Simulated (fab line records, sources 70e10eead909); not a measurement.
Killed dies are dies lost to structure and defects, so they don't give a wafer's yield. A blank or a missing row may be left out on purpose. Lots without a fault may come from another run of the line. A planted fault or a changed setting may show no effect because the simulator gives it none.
Chamber matching | flow nand_harc | NHARC_A_STAIRCASE_STRIP_476 on rie_diel-07: 4 sister chambers
The step strips in O2, time 20 s. 4 wafers are shown with their chamber, then 8 later ones without.

WAFERS WITH THEIR CHAMBER
wafer  | chamber | showerhead_plenum_p_Torr (Torr)
L081.2 | 1       | 3.74
L083.2 | 0       | 3.57
L084.6 | 3       | 3.41
L088.2 | 2       | 3.53

WAFERS WITHOUT THEIR CHAMBER
wafer  | showerhead_plenum_p_Torr (Torr)
L088.4 | 3.56
L088.5 | 3.73
L091.2 | 3.73
L091.4 | 3.56
L091.5 | 3.40
L092.1 | 3.40
L092.3 | 3.73
L092.6 | 3.40

WHICH CHAMBER EACH WENT THROUGH
wafer  | from the rows above | in truth
L088.4 | 0                   | 0
L088.5 | 1                   | 1
L091.2 | 1                   | 1
L091.4 | 0                   | 0
L091.5 | 3                   | 3
L092.1 | 3                   | 3
L092.3 | 1                   | 1
L092.6 | 3                   | 3
Placed correctly: 8 of 8. Can't be placed from these rows: 0. Placed wrongly: 0.
How it was worked out, from the rows above alone: a wafer's distance from a chamber is the root of the sum, over the readings, of the square of ((its reading less the chamber's mean) divided by the reading's scatter). The wafer belongs to the nearest chamber; if the next one is less than 2 further off, it can't be placed. A chamber's mean is the mean of its shown wafers. The scatter: with one shown wafer a chamber, the root of the mean of the squares of how far each hidden wafer lies from its nearest shown one.
